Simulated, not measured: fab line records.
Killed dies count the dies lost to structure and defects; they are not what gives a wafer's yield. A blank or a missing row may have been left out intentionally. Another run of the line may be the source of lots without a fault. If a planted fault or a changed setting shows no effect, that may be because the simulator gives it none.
The tool behind it: which one?    flow n5Finfet    at 1 step of a route of 1938, 12 lots with 36 wafers sampled

## WHAT THE GAUGES SHOWED, per wafer
N5_BEOL_M13_CD_MEAS_17: the cd target is 190 nm.
lot   measured      on        cdNm (nm)
L077  day 12 08:07  cdSem-03  190.2 192.0 192.3
L076  day 12 17:16  cdSem-01  193.1 192.8 191.6
L078  day 13 13:47  cdSem-03  188.0 188.8 190.8
L080  day 14 05:10  cdSem-01  191.6 192.2 194.7
L085  day 15 06:08  cdSem-01  192.1 193.4 192.9
L082  day 15 07:30  cdSem-02  194.2 190.4 193.1
L087  day 15 08:55  cdSem-01  192.1 193.2 193.5
L090  day 16 09:31  cdSem-03  191.4 189.0 193.4
L091  day 16 18:35  cdSem-02  189.3 187.6 191.6
L092  day 17 03:48  cdSem-02  192.0 189.8 191.6
L094  day 17 20:17  cdSem-03  194.5 194.3 191.7
L096  day 18 07:45  cdSem-01  191.7 190.6 188.1

## WHAT TOOL EACH LOT RAN ON (gives the tool, then ch and the chambers of the sampled wafers, and finally the start)
No process step before these readings appears in the record.

## THE ANSWER, worked out from the rows above alone
Rule: the lots themselves supply what counts as usual. The widest of any qualifying gaps counts: lots, ordered by their means at a reading, are off when they make up no more than a third of the lots, leave a main group of 4 or more, and stand apart from it by 3 or more times the standard deviation of that group's means. If all means in a main group match to the digits the tables above print for the reading, that group is not used. A lot without any number at a reading at which 4 lots or more have one is off too. Where the step has rows for the other lots, those lots are counted as sound.
No lot is off at any reading shown: from this, nothing can be told.

## WHAT THE SIMULATOR PUT IN
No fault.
